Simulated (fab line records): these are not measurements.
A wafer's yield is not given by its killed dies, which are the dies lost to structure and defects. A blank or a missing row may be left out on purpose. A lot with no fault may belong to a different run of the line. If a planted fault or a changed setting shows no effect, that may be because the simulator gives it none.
Matching of chambers ; flow nand harc ; NHARC_P_M0_DEP_32 on pecvd-02: 3 sister chambers
The step deposits SiCN, target thk 30 nm. 6 wafers are shown with their chamber, then 10 later ones without.

## WAFERS PAIRED WITH THEIR CHAMBERS
wafer;chamber;heater power w (W)
L086.4;2;603
L090.6;2;604
L092.4;1;561
L092.5;0;604
L094.2;1;576
L094.3;0;612

## WAFERS WITHOUT THEIR CHAMBER
wafer;heater power w (W)
L094.4;586
L093.2;518
L093.3;558
L093.5;491
L096.1;646
L096.2;498
L096.5;511
L097.2;589
L097.4;539
L097.6;604

## THE CHAMBER EACH PASSED THROUGH
wafer;from the rows above;in truth
L094.4;can't be placed: 1 or 2 or 0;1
L093.2;1;1
L093.3;1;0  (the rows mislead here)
L093.5;1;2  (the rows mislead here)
L096.1;can't be placed: 0 or 2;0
L096.2;1;1
L096.5;1;1
L097.2;can't be placed: 2 or 0 or 1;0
L097.4;1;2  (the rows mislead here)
L097.6;can't be placed: 2 or 0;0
Placed correctly: 3 of 10. Cannot be placed on the basis of these rows: 4; the candidates contain the true chamber in 4. Number placed wrongly: 3.
How it was worked out, from the rows above alone: a wafer's distance from a chamber is the root of the sum, over the readings, of the square of ((its reading less the chamber's mean) divided by the reading's scatter). The wafer belongs to the nearest chamber; if the next one is less than 2 further off, it can't be placed. Each chamber's mean is taken over the wafers shown for it. How the scatter is found: for the shown wafers, subtract from each reading the mean of its chamber, square and add these, divide the total by (wafers less chambers), then take the root.
